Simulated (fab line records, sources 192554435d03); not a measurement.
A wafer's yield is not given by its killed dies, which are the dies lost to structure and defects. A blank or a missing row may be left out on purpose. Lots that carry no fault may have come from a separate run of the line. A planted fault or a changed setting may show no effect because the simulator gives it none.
Struck lot and sound lot, side by side    flow n5_finfet    40 out of 1938 route steps
Sound: the wafers L944.1, L944.2, L944.3. Struck: wafer L958.2. (L958.1, L958.4 of the same lot were not struck and are left out.) The cause comes at the end.
Order at every step that has rows: each side's tool, ch and its chambers, its first start. Under that, the readings that differ: sound wafers    struck wafers    difference of the means    sigmas: that difference in standard deviations of wafers without a fault.
alike: words and numbers the same on both sides, and readings whose means are apart by under 2 such deviations; not compared: readings that were withheld, readings missing a value for some wafer, numbers with overlapping values and no deviation given by the record, and bounds like >300 which may hide the same value.
Wherever a step has rows on one side only, a row that says differs or no value, or a row with sigmas, the two part there. Numbers that don't overlap but have no deviation are shown without sigmas and don't part them. A reading missing from all wafers of one side parts the sides only when that side holds two or more wafers.

first, 9 steps without rows for these wafers: N5_BEOL_M4_ANNEAL_95 (time 240 s); N5_BEOL_M4_SPUTTER_96 (material Cu, target thk 4.5 nm, time 8.29 s); N5_BEOL_M4_ECD_50 (material Cu, target thk 300 nm); N5_BEOL_M4_ANNEAL_51 (time 90 s); N5_BEOL_M4_CMP_52 (polishes, stops on SiOC, t overpolish 6.8 s, target thk 40 nm); N5_BEOL_M4_PRE_CLEAN_60 (time 15 s); N5_BEOL_M4_CO_CAP_55 (material Co, precursor CCTBA/H2, target thk 2 nm, time 102.1 s); N5_BEOL_M4_PRE_CLEAN_56 (time 15 s); N5_BEOL_M4_DEP_57 (deposits SiCN from 3MS/NH3, target thk 8 nm, time 14 s).
N5_BEOL_M4_RC_MEAS_101:
  sound on prober-01 ch 0, day 7 14:26; struck on prober-02 ch 0, day 11 09:07
reading         sound              struck  difference  sigmas
IOFF_N (nA/um)  0.157 0.131 0.133  0.207   +0.067      +2
VT_N (mV)       250 253 252        244     -8          -2
  alike: DIBL_N, DIBL_P, IOFF_P, ION_N, ION_P, SS_N, SS_P, VT_P
then, 24 steps without rows for these wafers: N5_BEOL_M5_ILD_DEP_00 (deposits SiCOH lowk from DEMS/porogen, target thk 140.64 nm, time 25.9 s); N5_BEOL_M5_CURE_79 (cures SiCOH lowk, time 240 s); N5_BEOL_M5_PECVD_70 (deposits SiO2 from TEOS/O2, target thk 16 nm, time 18 s); N5_BEOL_M5_HM_DEP_02 (deposits TiN, target thk 20 nm); N5_BEOL_M5_COAT_59 (time 60 s, resist thk 60 nm); N5_BEOL_M5_COAT_60 (time 60 s, resist thk 12 nm); N5_BEOL_M5_COAT_71 (time 60 s, resist thk 5 nm); N5_BEOL_M5_COAT_05 (resist thk 30 nm); N5_BEOL_M5_EBR_07; N5_BEOL_M5_SOFTBAKE_06 (time 60 s); N5_BEOL_M5_EXPOSE_08 (exposes mask M5, target cd 28 nm); N5_BEOL_M5_PEB_09 (peb time 60 s); N5_BEOL_M5_DEVELOP_10 (develop time 30 s); N5_BEOL_M5_DESCUM_16 (chemistry O2, time 7 s); N5_BEOL_M5_ETCH_72 (etches underlayer in N2/H2, target depth 6.5 nm, time 5.2 s); N5_BEOL_M5_ETCH_61 (etches SiARC in CF4, target depth 15.6 nm, time 26 s); N5_BEOL_M5_ETCH_62 (etches SOC in N2/H2, target depth 75 nm, overetch 15 nm, time 112.5 s); N5_BEOL_M5_STRIP_63 (strips in N2/H2); N5_BEOL_M5_STRIP_73 (strips in N2/H2); N5_BEOL_M5_STRIP_64 (strips in CF4); N5_BEOL_M5_HM_OPEN_17 (chemistry Cl2/BCl3, target TiN, target depth 20 nm, overetch 6 nm); N5_BEOL_M5_STRIP_19 (strips in O2); N5_BEOL_M5_COAT_65 (time 60 s, resist thk 60 nm); N5_BEOL_M5_COAT_66 (time 60 s, resist thk 12 nm).
-- record jumps: 2 days separate the struck wafers' starts on either side; left off in module BEOL_M5, taken up again in module BEOL_M9, whose first shown step is the route's number 1446 --
N5_BEOL_M9_TRENCH_ETCH_37: etches SiCOH lowk in C4F6/O2, target depth 151.43 nm, time 49 s.
  sound on rie_diel-03 ch 1,2,3, day 9 01:43; struck on rie_diel-03 ch 0, day 13 11:52
reading                                     sound            struck  difference  sigmas
model.BEOL_M9.feature_depth_nm (nm)         158 154.4 152.2  76.4    -78.5       
model.etch.depth_nm (nm)                    158 154.3 152.3  76.43   -78.44      
model.TiN_of_BEOL_M9_HM_DEP_02.thk_nm (nm)  15.4 15.8 15.6   18.2    +2.6        
  alike: drypump_motor_current_A, oes_product_au, rf_vpp_V, showerhead_plenum_p_Torr, throttle_valve_pct
  not compared: rf_hours_counter_h
N5_BEOL_M9_OCD_MEAS_38:
  struck on ocd-01, day 13 12:03; sound on ocd-01, day 9 01:53
reading               sound        struck  difference  sigmas
trench_depth_nm (nm)  158 154 152  77      -78         -24
N5_BEOL_M9_CMP_52: polishes, stops on SiCOH lowk, t overpolish 7 s, target thk 140 nm.
  sound on cmp-03 ch 0,2,3, day 9 04:02; struck on cmp-01 ch 2, day 13 14:16
reading                                 sound          struck  difference  sigmas
motor_current_A (A)                     5.3 6.4 5.8    8.8     +3.0        +4
model.Cu_of_BEOL_M9_ECD_50.thk_nm (nm)  149 144 141.4  64.6    -80.2       
  alike: clearing_platen_rpm, edge_zone_pressure_frac
N5_BEOL_M9_THK_MEAS_53: measures by xrf.
  struck on film_metro-02, day 13 14:33; sound on film_metro-01, day 9 04:20
reading      sound        struck  difference  sigmas
M9_THK (nm)  144 139 137  63      -77         -23
N5_BEOL_M9_RS_MEAS_57: the measuring method here is four-point-probe.
  struck on film_metro-01, day 13 14:43; sound on film_metro-01, day 9 04:28
reading         sound              struck  difference  sigmas
M9_RS (ohm/sq)  0.141 0.146 0.149  0.368   +0.223      +56
-- a jump in the record: the struck wafers' starts before and after are 2 days apart (it breaks off in module BEOL_M9 and resumes in module PASSIVATION, where the first step shown is number 1936 of the route) --
N5_PASSIVATION_PROBE_49:
  struck on prober-01, day 15 19:30; sound on prober-02, day 11 08:49
reading                   sound           struck  difference  sigmas
defect_limited_yield (%)  89.4 93.1 90.2  47.9    -43.0       -27
killed_at_M4_up           22 10 16        539     +523        +93
killed_dies               125 82 116      615     +507        +27
killed_on_rim             15 13 14        83      +69         +17
sort_bin_8_speed (%)      0 0 0           44.83   +44.83      
sort_n_pass               1055 1098 1064  565     -507        -27
  alike: killed_at_M0_to_M3, killed_at_contacts, killed_at_front_end, killed_at_other, killed_open, killed_short, sort_bin_5_function, sort_bin_6_memory

## WHERE THEY PART
At N5_BEOL_M4_RC_MEAS_101 first; at N5_PASSIVATION_PROBE_49 last (within this record only).

WHY: what the simulator had put in
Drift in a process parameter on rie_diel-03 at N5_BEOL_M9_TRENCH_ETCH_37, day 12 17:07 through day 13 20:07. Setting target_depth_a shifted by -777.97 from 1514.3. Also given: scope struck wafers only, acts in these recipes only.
